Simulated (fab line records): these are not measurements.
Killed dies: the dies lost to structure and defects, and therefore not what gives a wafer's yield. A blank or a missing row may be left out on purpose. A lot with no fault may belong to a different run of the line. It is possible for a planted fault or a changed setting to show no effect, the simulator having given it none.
Which tool is to blame? | flow nand_harc | 6 lots with 18 wafers sampled at 2 steps, on a route of 1302 steps

== WHAT THE GAUGES SHOWED, per wafer ==
NHARC_A_SOURCE_PLATE_THK_MEAS_09: measures by ellipsometry.
lot  | measured     | on            | thk_nm (nm)
L843 | day 8 12:34  | film_metro-01 | 8.8 8.8 9.6
L846 | day 9 15:52  | film_metro-02 | 10.9 10.9 10.3
L856 | day 13 23:33 | film_metro-01 | 9.8 10.5 8.3
L859 | day 14 18:43 | film_metro-01 | 8.5 9.6 9.6
L860 | day 15 08:36 | film_metro-01 | 9.1 9.1 10.7
L862 | day 16 06:05 | film_metro-01 | 8.6 9.3 12.2

== WHICH TOOL RAN EACH LOT (tool, then ch and the chambers of the sampled wafers, then the start) ==
lot  | NHARC_A_ZERO_WELL_DESCUM_12
L843 | rie_diel-08 ch 2,3, day 8 03:57
L846 | rie_diel-11 ch 1,2,3, day 9 07:17
L856 | rie_diel-08 ch 0,2,3, day 13 16:12
L859 | rie_diel-11 ch 0,1,3, day 14 10:36
L860 | rie_diel-08 ch 0,3, day 15 00:10
L862 | rie_diel-08 ch 2,3, day 15 20:55
- NHARC_A_ZERO_WELL_DESCUM_12: chemistry O2, time 3 s.

== THE ANSWER, worked out from the rows above alone ==
Rule: the usual values come from the lots themselves. The widest of any qualifying gaps counts: lots, ordered by their means at a reading, are off when they make up no more than a third of the lots, leave a main group of 4 or more, and stand apart from it by 3 or more times the standard deviation of that group's means. The tables above print the reading to a certain number of digits; a main group whose means all agree to those digits is not used. Also off: a lot with no number at a reading for which 4 or more lots have one. All remaining lots with rows at the step are treated as sound.
No lot is off on any of the readings shown, so nothing can be concluded from this.

== WHAT THE SIMULATOR HAD INSERTED ==
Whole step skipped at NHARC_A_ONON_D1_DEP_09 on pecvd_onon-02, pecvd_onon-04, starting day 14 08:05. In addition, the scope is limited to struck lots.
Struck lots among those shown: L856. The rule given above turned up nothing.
